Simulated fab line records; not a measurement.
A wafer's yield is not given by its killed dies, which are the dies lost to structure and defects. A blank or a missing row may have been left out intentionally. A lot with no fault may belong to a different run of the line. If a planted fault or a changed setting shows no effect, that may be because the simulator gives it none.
Matching of chambers + flow nandHarc + NHARC_A_STAIRCASE_DEP_156 on pecvd-01: 3 sister chambers
The step deposits SiNx, target thk 50 nm. 3 wafers are shown with their chamber, then 8 later ones without.

## WAFERS PAIRED WITH THEIR CHAMBERS
| wafer  | chamber | heaterPowerW (W) |
|--------|---------|------------------|
| L081.4 | 1       | 607              |
| L083.3 | 0       | 856              |
| L084.3 | 2       | 716              |

## WAFERS MISSING THEIR CHAMBER
| wafer  | heaterPowerW (W) |
|--------|------------------|
| L084.4 | 828              |
| L084.5 | 710              |
| L093.2 | 818              |
| L093.4 | 811              |
| L093.5 | 619              |
| L094.2 | 576              |
| L094.4 | 595              |
| L094.5 | 809              |

## EACH ONE'S CHAMBER
| wafer  | from the rows above     | in truth                   |
|--------|-------------------------|----------------------------|
| L084.4 | 0                       | 0                          |
| L084.5 | 2                       | 2                          |
| L093.2 | 0                       | 0                          |
| L093.4 | can't be placed: 0 or 2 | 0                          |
| L093.5 | 1                       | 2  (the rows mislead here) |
| L094.2 | 1                       | 1                          |
| L094.4 | 1                       | 1                          |
| L094.5 | can't be placed: 0 or 2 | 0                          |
Correctly placed: 5 of 8. Cannot be placed on the basis of these rows: 2; the candidates contain the true chamber in 2. Number placed wrongly: 1.
How it was worked out, from the rows above alone: a wafer's distance from a chamber is the root of the sum, over the readings, of the square of ((its reading less the chamber's mean) divided by the reading's scatter). The wafer belongs to the nearest chamber; if the next one is less than 2 further off, it can't be placed. The mean given for a chamber averages the wafers shown for that chamber. The scatter (one wafer shown for each chamber): square how far every hidden wafer sits from the nearest shown wafer, average those squares and take the square root.
